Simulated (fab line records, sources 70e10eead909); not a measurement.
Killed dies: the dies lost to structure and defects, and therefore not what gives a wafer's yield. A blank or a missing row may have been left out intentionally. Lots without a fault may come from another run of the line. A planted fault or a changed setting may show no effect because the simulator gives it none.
fab line records	flow nandHarc
[record] lots = 14	wafers = 42	lastDay = 23
route steps=1159 shown A_WL_FILL@813 A_BONDPAD@1072 THIN_TSV@1127 END@1159
lots with no fault: from the same line, run without faults
startH: hours from the record's opening day to when the first of the lot's shown wafers began	waitH: time in hours since the lot's previous step	" the same as in the row above	L1.1+2: a row that stands for several wafers	- no value, or no start given	* or withheld: withheld	< > ~ a bound
route shown NAME@n: a module of which the file shows steps, and the number in the route of the first	usual: mean/standard deviation taken from wafers without a fault	same: alike in all rows	chamber/n: place in a boat	sites: the reading at each site	_std_site: their standard deviation	_edge_site: the outer-site mean with the inner-site mean subtracted	radiusMm: how far each site lies from the wafer's centre	mask NAME#n: copy n	behind: the last tool/chamber to shape the wafer	hold: the reason the lot was held/the length of the hold in hours/how it ended	device: transistor that didn't switch, given as n, p or np	end of line: tests of these same wafers at the route's end	step lacking rows: just its recipe	killed: dies lost to structure and defects at the first sort, not the wafer's yield	map: dies across one wafer; x = killed, . = not, _ = none there
set.NAME: setting as actually run; set.NAME@STEP: the setting as run at that earlier step	model.NAME: the simulator's own value behind a step, which no gauge read
the route's steps for a sample of lots (tables are steps, rows are wafers)
services: when a tool's chamber went out of use (startH, in hours from the record's first day, below 0 if earlier), for how many hours, and the reason
[[steps]]
[step NHARC_A_WL_FILL_CVD_03]
[recipe] targetThkA = 400	tempC = 300	pressureTorr = 40	wf6FlowSccm = 40	h2FlowSccm = 1600	arFlowSccm = 1560	timeS = 3302	material = W
[usual] heaterPowerW = 459/69	throttleValvePct = 7.9/0.39
lot.wafer	tool	chamber	startH	waitH	heaterPowerW	throttleValvePct
L587.2	cvdW-02	0	351.72	5.4	397	8.6
L587.1	"	1	"	"	463	7.4
L587.4	"	0	"	"	384	8.6
L585.1	cvdW-01	0	355.92	7.0	579	8.2
L585.6	"	1	357.34	8.4	447	7.5
L585.5	"	0	"	"	588	8.3
L586.3	cvdW-02	1	356.03	9.6	451	7.6
L586.6	"	0	"	"	388	8.5
L586.5	"	1	"	"	458	7.5
L589.2	cvdW-02	0	357.45	2.5	389	8.6
L589.1	"	1	"	"	456	7.9
L589.6	"	0	359.35	4.4	384	8.3
L591.1	cvdW-01	1	358.29	3.2	443	7.7
L591.2	"	0	"	"	586	7.9
L591.4	"	1	"	"	446	7.5
L588.4	cvdW-02	0	361.24	6.1	389	8.6
L588.6	"	0	"	"	406	8.7
L588.5	"	1	"	"	462	7.3
L592.4	cvdW-02	1	406.31	21.4	439	7.9
L592.6	"	0	"	"	384	8.3
L592.5	"	1	"	"	449	7.6
L594.2	cvdW-01	1	408.74	17.4	446	7.6
L594.1	"	0	"	"	591	8.2
L594.4	"	0	"	"	579	8.3
L593.4	cvdW-02	0	410.79	14.0	392	8.0
L593.5	"	0	"	"	376	8.2
L593.6	"	1	"	"	446	7.5
L595.2	cvdW-01	1	411.57	14.6	448	7.8
L595.4	"	0	412.98	16.0	585	8.3
L595.6	"	0	"	"	598	8.2
L600.1	cvdW-02	0	418.72	7.5	377	8.3
L600.4	"	1	420.13	8.9	443	7.5
L600.5	"	0	"	"	379	8.4
L596.1	cvdW-02	1	422.42	0.6	440	7.6
L596.3	"	0	423.84	2.1	384	8.2
L596.6	"	1	"	"	438	7.7
L601.1	cvdW-01	1	424.01	2.1	448	7.6
L601.4	"	1	"	"	443	7.4
L601.3	"	0	"	"	594	8.3
L598.1	cvdW-02	0	425.74	3.6	388	8.4
L598.3	"	0	"	"	392	8.4
L598.6	"	0	"	"	378	8.1
[step NHARC_A_BONDPAD_CD_MEAS_09]
[recipe] targetCdNm = 500	landingEnergyEv = 500
[usual] cdNm = 499.7/1.9
lot.wafer	tool	chamber	startH	waitH	cdNm
L587.1	cdSem-03	0	432.01	-	496.6
L587.2	"	0	"	"	496.3
L587.4	"	0	"	"	499.0
L586.3	cdSem-02	0	436.79	-	501.5
L586.5	"	0	"	"	501.1
L586.6	"	0	"	"	500.9
L585.1	cdSem-01	0	437.61	-	502.3
L585.5	"	0	"	"	503.0
L585.6	"	0	"	"	499.9
L589.1	cdSem-02	0	448.20	-	498.1
L589.2	"	0	"	"	499.3
L589.6	"	0	"	"	501.1
L588.4	cdSem-03	0	454.05	-	503.2
L588.5	"	0	"	"	499.5
L588.6	"	0	"	"	500.5
L591.1	cdSem-02	0	454.20	-	496.2
L591.2	"	0	"	"	499.2
L591.4	"	0	"	"	500.5
L592.4	cdSem-02	0	472.09	-	499.7
L592.5	"	0	"	"	496.4
L592.6	"	0	"	"	498.5
L594.1	cdSem-03	0	475.39	-	498.3
L594.2	"	0	"	"	497.8
L594.4	"	0	"	"	498.2
L593.4	cdSem-03	0	479.12	-	497.7
L593.5	"	0	"	"	499.9
L593.6	"	0	"	"	497.7
L595.2	cdSem-01	0	479.51	-	501.6
L595.4	"	0	"	"	501.6
L595.6	"	0	"	"	500.5
L600.1	cdSem-03	0	504.25	-	497.0
L600.4	"	0	"	"	497.4
L600.5	"	0	"	"	499.4
L601.1	cdSem-01	0	509.35	-	496.2
L601.3	"	0	"	"	497.2
L601.4	"	0	"	"	499.2
L596.1	cdSem-03	0	513.78	-	498.9
L596.3	"	0	"	"	500.6
L596.6	"	0	"	"	502.7
L598.1	cdSem-01	0	514.51	-	502.6
L598.3	"	0	"	"	497.9
L598.6	"	0	"	"	501.2
[step NHARC_A_BONDPAD_PVD_17]
[recipe] targetThkA = 50	biasV = 168.6	powerW = 15000	chamberPressurePa = 0.12	timeS = 8.06	substrateTempC = 50	material = TaN
[usual] substrateTempC = 49.98/0.11	throttleValvePct = 30.0/0.93
lot.wafer	tool	chamber	startH	waitH	substrateTempC	throttleValvePct
L587.4	pvdSputter-02	-	-	-	50.01	29.9
L587.1	"	-	"	"	49.92	30.1
L587.2	"	-	"	"	49.97	30.4
L586.3	pvdSputter-01	-	-	-	50.06	32.7
L586.6	"	-	"	"	50.03	29.9
L586.5	"	-	"	"	49.97	30.2
L585.1	pvdSputter-02	-	-	-	50.06	30.1
L585.5	"	-	"	"	49.95	29.0
L585.6	"	-	"	"	49.90	29.5
L589.2	pvdSputter-02	-	-	-	49.70	30.2
L589.1	"	-	"	"	49.92	29.3
L589.6	"	-	"	"	49.71	30.2
L588.4	pvdSputter-01	-	-	-	49.97	30.3
L588.5	"	-	"	"	49.93	32.6
L588.6	"	-	"	"	50.08	29.9
L591.2	pvdSputter-03	-	-	-	50.20	28.0
L591.4	"	-	"	"	49.82	30.2
L591.1	"	-	"	"	49.83	30.6
L592.4	pvdSputter-01	-	-	-	50.02	29.8
L592.6	"	-	"	"	49.86	32.5
L592.5	"	-	"	"	50.00	30.1
L594.4	pvdSputter-02	-	-	-	50.06	29.0
L594.1	"	-	"	"	50.20	30.2
L594.2	"	-	"	"	49.95	30.3
L593.4	pvdSputter-02	-	-	-	49.96	29.3
L593.6	"	-	"	"	50.03	30.2
L593.5	"	-	"	"	49.79	30.4
L595.2	pvdSputter-01	-	-	-	50.00	30.6
L595.4	"	-	"	"	49.96	30.2
L595.6	"	-	"	"	49.98	29.6
L600.4	pvdSputter-02	-	-	-	49.75	30.4
L600.1	"	-	"	"	50.12	29.2
L600.5	"	-	"	"	49.93	29.4
L601.3	pvdSputter-02	-	-	-	49.96	29.4
L601.4	"	-	"	"	50.14	30.5
L601.1	"	-	"	"	50.15	30.5
L596.3	pvdSputter-02	-	-	-	50.12	29.1
L596.1	"	-	"	"	49.86	30.2
L596.6	"	-	"	"	50.01	30.4
L598.3	pvdSputter-02	-	-	-	50.07	30.6
L598.1	"	-	"	"	49.83	29.4
L598.6	"	-	"	"	50.02	30.2
[step NHARC_THIN_TSV_DEGAS_49]
[recipe] tempC = 300	timeS = 120
[usual] heaterPowerW = 448/50
lot.wafer	tool	chamber	startH	waitH	heaterPowerW
L586.3	pvdSputter-02	-	451.42	0.1	434
L586.5	"	-	"	"	432
L586.6	"	-	"	"	490
L587.1	pvdSputter-01	-	452.44	0.1	423
L587.2	"	-	"	"	460
L587.4	"	-	"	"	381
L585.1	pvdSputter-02	-	457.66	0.1	422
L585.6	"	-	"	"	479
L585.5	"	-	"	"	547
L589.2	pvdSputter-02	-	466.34	0.2	426
L589.1	"	-	"	"	548
L589.6	"	-	"	"	429
L591.2	pvdSputter-01	-	474.38	0.2	423
L591.1	"	-	"	"	419
L591.4	"	-	"	"	458
L588.4	pvdSputter-01	-	475.73	0.1	386
L588.5	"	-	"	"	383
L588.6	"	-	"	"	426
L592.4	pvdSputter-02	-	488.67	0.1	498
L592.6	"	-	"	"	462
L592.5	"	-	"	"	572
L594.4	pvdSputter-03	-	494.91	0.1	392
L594.2	"	-	"	"	399
L594.1	"	-	"	"	467
L593.4	pvdSputter-01	-	496.46	0.1	376
L593.5	"	-	"	"	421
L593.6	"	-	"	"	458
L595.4	pvdSputter-01	-	497.77	0.1	462
L595.2	"	-	"	"	425
L595.6	"	-	"	"	413
L600.1	pvdSputter-03	-	527.77	0.2	495
L600.4	"	-	"	"	398
L600.5	"	-	"	"	505
L601.3	pvdSputter-03	-	529.60	0.1	399
L601.4	"	-	"	"	508
L601.1	"	-	"	"	472
L598.1	pvdSputter-03	-	536.46	0.1	474
L598.3	"	-	"	"	389
L598.6	"	-	"	"	393
L596.3	pvdSputter-02	-	536.85	0.1	557
L596.1	"	-	"	"	489
L596.6	"	-	"	"	475
[step NHARC_END_SORT_01]
[recipe] tempC = 25
[usual] killedAtArray = 28/10	killedAtOther = 0.5/0.82	killedAtPeriphery = 3.4/2.2	killedDies = 31/10	killedOpen = 3.4/1.9	killedShort = 1.9/1.3
[same] grossDies = 677
lot.wafer	tool	chamber	startH	waitH	killedAtArray	killedAtOther	killedAtPeriphery	killedDies	killedOpen	killedShort
L600.1	prober-02	0	539.58	2.5	132	0	3	135	8	2
L600.4	prober-02	0	542.01	3.4	105	0	2	107	4	2
L600.5	prober-02	0	542.82	3.7	132	1	2	135	2	3
L598.1	prober-01	0	553.40	2.5	138	3	1	142	1	1
L598.3	prober-01	0	555.03	3.1	140	1	2	143	6	0
L598.6	prober-01	0	557.47	4.1	123	3	1	127	1	1
L596.1	prober-02	0	555.23	2.5	122	0	4	126	3	1
L596.3	prober-02	0	556.80	3.1	135	0	3	138	6	3
L596.6	prober-02	0	559.16	3.9	125	0	3	128	7	4
// killed by level:class
L600.1 A_WL_FILL:unspecified=95 A_CHANNEL_HOLE_D1:chamberFilmFlake=19 A_CONTACT:chamberFilmFlake=5 A_STAIRCASE:chamberFilmFlake=4 P_CONTACT:geometricParticle:open=2 A_WL_FILL:geometricParticle:open=2 A_CHANNEL_HOLE_D1:geometricParticle:short=1 A_CHANNEL_FILL_D1:geometricParticle:open=1
L600.4 A_WL_FILL:unspecified=86 A_CHANNEL_HOLE_D1:chamberFilmFlake=6 A_CONTACT:geometricParticle:open=3 A_CONTACT:chamberFilmFlake=3 A_WL_FILL:chamberFilmFlake=2 A_BLC:chamberFilmFlake=2 P_STI:geometricParticle:short=1 A_WL_FILL:geometricParticle:short=1
L600.5 A_WL_FILL:unspecified=105 A_CHANNEL_HOLE_D1:chamberFilmFlake=17 A_WL_FILL:geometricParticle:short=3 A_STAIRCASE:chamberFilmFlake=2 A_CONTACT:chamberFilmFlake=2 P_GATE:geometricParticle:open=1 A_M0:geometricParticle:open=1 P_STI:chamberFilmFlake=1
L598.1 A_WL_FILL:unspecified=106 A_CHANNEL_HOLE_D1:chamberFilmFlake=16 A_SLIT:chamberFilmFlake=7 A_STAIRCASE:chamberFilmFlake=6 THIN_TSV:chamberFilmFlake=3 A_SOURCE_PLATE:geometricParticle:open=1 A_WL_FILL:geometricParticle:short=1 P_GATE:chamberFilmFlake=1
L598.3 A_WL_FILL:unspecified=99 A_CHANNEL_HOLE_D1:chamberFilmFlake=19 A_SLIT:chamberFilmFlake=9 A_CONTACT:chamberFilmFlake=4 A_STAIRCASE:chamberFilmFlake=3 A_CONTACT:geometricParticle:open=2 A_CHANNEL_HOLE_D1:geometricParticle:open=1 A_SGD_CUT:geometricParticle:open=1
L596.1 A_WL_FILL:unspecified=97 A_CHANNEL_HOLE_D1:chamberFilmFlake=10 A_STAIRCASE:chamberFilmFlake=5 A_CONTACT:chamberFilmFlake=4 P_GATE:chamberFilmFlake=2 A_BLC:chamberFilmFlake=2 P_STI:geometricParticle:open=1 P_M1:geometricParticle:open=1
L596.3 A_WL_FILL:unspecified=100 A_CHANNEL_HOLE_D1:chamberFilmFlake=19 A_BLC:chamberFilmFlake=4 A_CONTACT:chamberFilmFlake=3 A_CHANNEL_FILL_D1:geometricParticle:open=2 A_M0:geometricParticle:open=2 A_STAIRCASE:chamberFilmFlake=2 P_CONTACT:geometricParticle:open=1
L598.6 A_WL_FILL:unspecified=96 A_CHANNEL_HOLE_D1:chamberFilmFlake=10 A_STAIRCASE:chamberFilmFlake=7 A_SLIT:chamberFilmFlake=4 A_CONTACT:chamberFilmFlake=4 THIN_TSV:chamberFilmFlake=3 A_ONON_D1:geometricParticle:open=1 A_CONTACT:geometricParticle:short=1
L596.6 A_WL_FILL:unspecified=90 A_CHANNEL_HOLE_D1:chamberFilmFlake=14 A_CONTACT:chamberFilmFlake=5 A_STAIRCASE:chamberFilmFlake=4 A_CONTACT:geometricParticle:open=2 A_BLC:chamberFilmFlake=2 P_GATE:geometricParticle:open=1 P_M0:geometricParticle:open=1
[[services]]
tool	chamber	startH	hours	kind
pvdSputter-01	-	336.10	10.0	pm
pvdSputter-03	-	349.88	2.6	repair
cvdW-01	0	364.75	28.1	repair
pvdSputter-02	-	366.57	6.8	repair
cvdW-02	0	367.51	11.3	repair
pvdSputter-03	-	383.62	2.0	repair
cvdW-02	-	387.15	13.0	pm
cvdW-02	0	387.15	13.0	ventCycle
cvdW-02	1	387.15	13.0	ventCycle
pvdSputter-02	-	392.01	10.0	pm
cvdW-01	0	398.64	3.3	repair
cvdW-02	0	400.15	-	clean
cvdW-02	1	400.15	-	clean
pvdSputter-03	-	458.02	10.0	pm
pvdSputter-01	-	461.95	0.5	repair
pvdSputter-02	-	467.32	1.1	repair
cvdW-01	-	478.24	13.0	pm
cvdW-01	0	478.24	13.0	ventCycle
cvdW-01	1	478.24	13.0	ventCycle
cvdW-01	0	491.24	-	clean
cvdW-01	1	491.24	-	clean
pvdSputter-01	-	498.21	26.7	repair
[[key]]
[firstSign] step = NHARC_END_SORT_01	reading = killedAtArray	direction = up	sigmas = 9.8	usual = 28	struck = 128
[effect] step = NHARC_END_SORT_01	reading = killedDies	direction = up	sigmas = 9.7	usual = 31	struck = 131
[moreKillsBornAt] NHARC_A_WL_FILL_CVD_03@cvdW-02 = 874
metAt NHARC_A_WL_FILL_CVD_03
struckLots L596,L598,L600
testerLeftOut L596,L598,L600
notActingAt NHARC_A_BONDPAD_CD_MEAS_09,NHARC_A_BONDPAD_PVD_17,NHARC_THIN_TSV_DEGAS_49
[fault] kind = chamberParticleSource	tool = cvdW-02	chamber = -	onsetH = 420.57	steps = NHARC_A_WL_FILL_CVD_03	ratePerVisitCm2 = 1.3538	endH = 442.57
// testerLeftOut: of these lots the tester's yield and bins aren't shown, on N5 and GAA mostly nor the transistor test; their killed dies are dies lost to structure and defects alone, not to doping, threshold or leakage, so they don't give the yield
